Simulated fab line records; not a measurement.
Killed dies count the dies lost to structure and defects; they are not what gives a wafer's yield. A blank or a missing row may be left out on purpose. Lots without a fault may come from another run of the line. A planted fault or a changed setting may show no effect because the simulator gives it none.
The tool behind it: which one? | flow n5-finfet | 24 lots with 72 wafers sampled at 4 steps, on a route of 1938 steps

== WHAT EACH GAUGE READ, for each wafer ==
N5_BEOL_M2_INSPECT_30: inspects for defects (brightfield). Usual: raw-defect-count 435, standard deviation 100.
lot  | measured     | on                | raw-defect-count | flag
L074 | day 6 17:31  | defect-inspect-02 | 347 503 670      |
L075 | day 6 21:13  | defect-inspect-02 | 371 440 457      |
L076 | day 6 22:34  | defect-inspect-02 | 393 628 300      |
L077 | day 7 06:02  | defect-inspect-02 | 501 520 474      |
L078 | day 7 11:45  | defect-inspect-02 | 487 505 588      |
L079 | day 7 19:23  | defect-inspect-02 | 355 377 457      |
L080 | day 7 20:41  | defect-inspect-01 | 278 265 298      |
L081 | day 8 11:24  | defect-inspect-01 | 396 514 575      |
L082 | day 8 12:49  | defect-inspect-02 | 582 629 620      |
L083 | day 8 18:42  | defect-inspect-01 | 363 373 373      |
L084 | day 9 01:50  | defect-inspect-01 | 284 316 390      |
L086 | day 9 19:55  | defect-inspect-02 | 541 485 431      |
L085 | day 9 20:05  | defect-inspect-01 | 377 426 444      |
L087 | day 10 04:47 | defect-inspect-02 | 297 445 378      |
L088 | day 10 08:12 | defect-inspect-01 | 462 404 452      |
L089 | day 10 09:28 | defect-inspect-01 | 318 305 318      |
L090 | day 10 16:23 | defect-inspect-02 | 430 269 449      |
L091 | day 10 16:38 | defect-inspect-01 | 327 455 436      |
L092 | day 10 22:21 | defect-inspect-02 | 313 290 436      |
L093 | day 11 16:06 | defect-inspect-01 | 322 298 301      |
L094 | day 11 19:26 | defect-inspect-02 | 431 502 476      |
L095 | day 12 01:28 | defect-inspect-02 | 384 573 514      |
L096 | day 12 05:02 | defect-inspect-01 | 378 439 427      |
L097 | day 12 12:17 | defect-inspect-01 | 586 483 481      |

N5_BEOL_M2_CD_MEAS_35: target cd 18 nm, target cd y 22.2 nm. Usual: cd-nm 18.0 nm, standard deviation 0.35.
lot  | measured     | on        | cd-nm (nm)     | flag
L074 | day 6 20:23  | cd-sem-02 | 17.4 17.6 17.9 |
L075 | day 6 23:59  | cd-sem-03 | 18.0 17.8 17.6 |
L076 | day 7 00:06  | cd-sem-03 | 17.9 18.3 18.3 |
L077 | day 7 09:21  | cd-sem-01 | 17.4 17.7 18.1 |
L078 | day 7 18:50  | cd-sem-02 | 18.0 18.1 17.8 |
L079 | day 7 23:39  | cd-sem-01 | 18.2 18.4 18.3 |
L080 | day 8 03:20  | cd-sem-02 | 18.3 18.2 17.6 |
L081 | day 8 14:01  | cd-sem-02 | 18.7 18.0 18.2 |
L082 | day 8 14:17  | cd-sem-03 | 18.4 18.2 17.8 |
L083 | day 8 20:34  | cd-sem-03 | 17.9 17.5 18.2 |
L084 | day 9 04:03  | cd-sem-02 | 18.1 17.5 17.9 |
L086 | day 10 03:22 | cd-sem-02 | 18.0 17.9 18.4 |
L085 | day 10 04:01 | cd-sem-03 | 18.1 18.1 17.6 |
L087 | day 10 07:04 | cd-sem-02 | 18.1 17.7 18.2 |
L088 | day 10 09:27 | cd-sem-02 | 18.4 17.9 18.5 |
L089 | day 10 10:34 | cd-sem-02 | 18.2 17.8 17.9 |
L090 | day 10 17:28 | cd-sem-03 | 17.7 17.8 18.3 |
L091 | day 10 17:35 | cd-sem-02 | 18.2 18.4 18.2 |
L092 | day 11 01:26 | cd-sem-03 | 17.6 18.1 17.3 |
L093 | day 11 20:17 | cd-sem-01 | 18.1 17.8 18.7 |
L094 | day 11 23:50 | cd-sem-03 | 17.3 17.1 17.6 |
L095 | day 12 02:47 | cd-sem-02 | 18.0 18.2 18.4 |
L096 | day 12 06:23 | cd-sem-02 | 17.9 18.4 18.1 |
L097 | day 12 13:32 | cd-sem-03 | 18.2 18.5 18.2 |

== WHICH TOOL RAN EACH LOT (tool, then ch and the chambers of the sampled wafers, then the start) ==
lot  | N5_BEOL_M2_HM_OPEN_17             | N5_BEOL_M2_ETCHBACK_99
L074 | rie-metal-02 ch 0,1, day 6 16:52  | rie-diel-04 ch 2,3, day 6 19:50
L075 | rie-metal-01 ch 1, day 6 20:32    | rie-diel-05 ch 0,1, day 6 23:26
L076 | rie-metal-02 ch 0,1, day 6 21:58  | rie-diel-04 ch 0,1,3, day 6 23:33
L077 | rie-metal-03 ch 0,1, day 7 05:15  | rie-diel-04 ch 1,2, day 7 08:47
L078 | rie-metal-02 ch 0,1, day 7 11:02  | rie-diel-06 ch 0,1,2, day 7 18:17
L079 | rie-metal-03 ch 0,1, day 7 18:41  | rie-diel-05 ch 0,1, day 7 23:06
L080 | rie-metal-03 ch 0,1, day 7 20:07  | rie-diel-05 ch 2,3, day 8 02:47
L081 | rie-metal-02 ch 0,1, day 8 10:35  | rie-diel-06 ch 1,2,3, day 8 13:26
L082 | rie-metal-02 ch 0,1, day 8 12:05  | rie-diel-04 ch 0,2,3, day 8 13:44
L083 | rie-metal-01 ch 0,1, day 8 17:59  | rie-diel-06 ch 0,1,3, day 8 20:01
L084 | rie-metal-03 ch 0,1, day 9 01:10  | rie-diel-06 ch 0,1,3, day 9 03:28
L086 | rie-metal-01 ch 0,1, day 9 19:12  | rie-diel-05 ch 0,2,3, day 10 02:50
L085 | rie-metal-01 ch 0,1, day 9 19:32  | rie-diel-04 ch 0,2,3, day 10 03:27
L087 | rie-metal-02 ch 0, day 10 04:09   | rie-diel-04 ch 1,2, day 10 06:30
L088 | rie-metal-03 ch 0,1, day 10 07:38 | rie-diel-05 ch 1,2,3, day 10 08:54
L089 | rie-metal-03 ch 0,1, day 10 08:53 | rie-diel-06 ch 1,2,3, day 10 09:59
L090 | rie-metal-03 ch 1, day 10 15:48   | rie-diel-05 ch 0,1, day 10 16:53
L091 | rie-metal-03 ch 0,1, day 10 16:04 | rie-diel-04 ch 0,3, day 10 17:02
L092 | rie-metal-01 ch 0,1, day 10 21:38 | rie-diel-05 ch 0,1,2, day 11 00:53
L093 | rie-metal-02 ch 0,1, day 11 15:32 | rie-diel-06 ch 0,1,2, day 11 19:44
L094 | rie-metal-02 ch 0,1, day 11 18:51 | rie-diel-04 ch 0,1,3, day 11 23:11
L095 | rie-metal-02 ch 0,1, day 12 00:46 | rie-diel-05 ch 2,3, day 12 02:14
L096 | rie-metal-03 ch 0,1, day 12 04:28 | rie-diel-05 ch 0,1,2, day 12 05:50
L097 | rie-metal-02 ch 0,1, day 12 11:38 | rie-diel-06 ch 0,1,2, day 12 12:54
- N5_BEOL_M2_HM_OPEN_17: chemistry Cl2/BCl3, target TiN, target depth 20 nm, overetch 6 nm.
- N5_BEOL_M2_ETCHBACK_99: etches SiO2 in CHF3, target depth 5 nm, time 10.4 s.

== AS READ BY THE TOOLS THEMSELVES (means over the sampled wafers that have a number; for cases with no such wafer, the mark the record gives instead) ==
N5_BEOL_M2_HM_OPEN_17. Usual: chamber-pressure-mTorr 9.999 mTorr, standard deviation 0.013; drypump-motor-current-A 5.5 A, standard deviation 0.33; oes-product-au 0.62 a.u., standard deviation 0.087; throttle-valve-pct 22.33 %, standard deviation 0.17.
lot  | tool         | chamber-pressure-mTorr (mTorr) | drypump-motor-current-A (A) | oes-product-au (a.u.) | throttle-valve-pct (%) | flag
L074 | rie-metal-02 | 9.999                          | 5.3                         | 0.64                  | 22.27                  |
L075 | rie-metal-01 | 9.999                          | 5.5                         | 0.49                  | 22.36                  |
L076 | rie-metal-02 | 10.002                         | 5.4                         | 0.64                  | 22.27                  |
L077 | rie-metal-03 | 9.992                          | 5.6                         | 0.58                  | 22.50                  |
L078 | rie-metal-02 | 10.007                         | 5.7                         | 0.59                  | 22.29                  |
L079 | rie-metal-03 | 9.995                          | 5.6                         | 0.58                  | 22.47                  |
L080 | rie-metal-03 | 9.996                          | 5.6                         | 0.59                  | 22.46                  |
L081 | rie-metal-02 | 10.002                         | 5.7                         | 0.59                  | 22.28                  |
L082 | rie-metal-02 | 10.003                         | 5.3                         | 0.63                  | 22.28                  |
L083 | rie-metal-01 | 9.998                          | 5.3                         | 0.81                  | 22.04                  |
L084 | rie-metal-03 | 10.003                         | 5.6                         | 0.58                  | 22.47                  |
L086 | rie-metal-01 | 10.002                         | 5.3                         | 0.78                  | 22.06                  |
L085 | rie-metal-01 | 10.001                         | 5.3                         | 0.79                  | 22.05                  |
L087 | rie-metal-02 | 9.996                          | 5.0                         | 0.67                  | 22.26                  |
L088 | rie-metal-03 | 9.990                          | 5.6                         | 0.58                  | 22.48                  |
L089 | rie-metal-03 | 9.992                          | 5.6                         | 0.58                  | 22.47                  |
L090 | rie-metal-03 | 10.005                         | 5.6                         | 0.58                  | 22.43                  |
L091 | rie-metal-03 | 10.002                         | 5.6                         | 0.58                  | 22.48                  |
L092 | rie-metal-01 | 9.988                          | 5.4                         | 0.77                  | 22.01                  |
L093 | rie-metal-02 | 9.992                          | 5.7                         | 0.58                  | 22.31                  |
L094 | rie-metal-02 | 10.002                         | 5.3                         | 0.61                  | 22.31                  |
L095 | rie-metal-02 | 10.006                         | 5.7                         | 0.58                  | 22.31                  |
L096 | rie-metal-03 | 10.006                         | 5.6                         | 0.58                  | 22.47                  |
L097 | rie-metal-02 | 10.002                         | 5.3                         | 0.62                  | 22.31                  |

N5_BEOL_M2_ETCHBACK_99. Usual: chamber-pressure-mTorr 30.00 mTorr, standard deviation 0.031; drypump-motor-current-A 5.5 A, standard deviation 0.48; oes-product-au 0.78 a.u., standard deviation 0.081; rf-vpp-V 238 V, standard deviation 3.9; showerhead-plenum-p-Torr 2.16 Torr, standard deviation 0.083; throttle-valve-pct 17.15 %, standard deviation 0.23.
lot  | tool        | chamber-pressure-mTorr (mTorr) | drypump-motor-current-A (A) | oes-product-au (a.u.) | rf-vpp-V (V) | showerhead-plenum-p-Torr (Torr) | throttle-valve-pct (%) | flag
L074 | rie-diel-04 | 29.98                          | 5.9                         | 0.84                  | 237          | 2.14                            | 17.27                  |
L075 | rie-diel-05 | 30.00                          | 5.4                         | 0.86                  | 237          | 2.17                            | 17.09                  |
L076 | rie-diel-04 | 30.00                          | 5.5                         | 0.74                  | 240          | 2.15                            | 17.07                  |
L077 | rie-diel-04 | 30.02                          | 6.0                         | 0.79                  | 240          | 2.07                            | 16.99                  |
L078 | rie-diel-06 | 30.02                          | 5.2                         | 0.75                  | 237          | 2.12                            | 17.26                  |
L079 | rie-diel-05 | 29.98                          | 5.6                         | 0.81                  | 239          | 2.22                            | 17.25                  |
L080 | rie-diel-05 | 30.00                          | 5.7                         | 0.81                  | 237          | 2.18                            | 16.86                  |
L081 | rie-diel-06 | 30.02                          | 5.2                         | 0.81                  | 240          | 2.20                            | 17.23                  |
L082 | rie-diel-04 | 29.99                          | 5.7                         | 0.76                  | 239          | 2.17                            | 17.25                  |
L083 | rie-diel-06 | 29.97                          | 5.1                         | 0.82                  | 239          | 2.18                            | 17.22                  |
L084 | rie-diel-06 | 30.02                          | 5.1                         | 0.82                  | 239          | 2.18                            | 17.23                  |
L086 | rie-diel-05 | 30.02                          | 5.9                         | 0.75                  | 237          | 2.18                            | 17.13                  |
L085 | rie-diel-04 | 30.00                          | 5.7                         | 0.75                  | 238          | 2.17                            | 17.27                  |
L087 | rie-diel-04 | 30.01                          | 6.1                         | 0.80                  | 237          | 2.08                            | 17.18                  |
L088 | rie-diel-05 | 30.01                          | 5.6                         | 0.78                  | 237          | 2.13                            | 16.98                  |
L089 | rie-diel-06 | 30.03                          | 5.3                         | 0.80                  | 240          | 2.19                            | 17.26                  |
L090 | rie-diel-05 | 30.01                          | 5.6                         | 0.78                  | 238          | 2.22                            | 17.30                  |
L091 | rie-diel-04 | 30.03                          | 5.6                         | 0.70                  | 239          | 2.20                            | 17.22                  |
L092 | rie-diel-05 | 29.98                          | 5.5                         | 0.81                  | 238          | 2.21                            | 17.08                  |
L093 | rie-diel-06 | 30.01                          | 5.2                         | 0.72                  | 237          | 2.11                            | 17.33                  |
L094 | rie-diel-04 | 29.99                          | 5.6                         | 0.71                  | 241          | 2.13                            | 17.15                  |
L095 | rie-diel-05 | 30.03                          | 6.1                         | 0.91                  | 238          | 2.27                            | 16.75                  |
L096 | rie-diel-05 | 29.97                          | 5.5                         | 0.80                  | 239          | 2.20                            | 17.09                  |
L097 | rie-diel-06 | 29.98                          | 5.2                         | 0.71                  | 237          | 2.11                            | 17.33                  |

== THE ANSWER, worked out from the rows above alone ==
Rule: a lot is off if the mean of its wafers that have a number lies more than 3 standard deviations from the usual mean. A lot without any number at a reading at which 4 lots or more have one is off too. The other lots that the step has rows for count as sound. Order of review: gauges by route order, followed by the tools' own readings, for which a lot's mean as printed above is used. At the first step where some lot is off, the reading lying furthest off is the one used; lots without a number count as furthest.
Nothing can be told from this: no lot is off at any reading shown.

== WHAT THE SIMULATOR PUT IN ==
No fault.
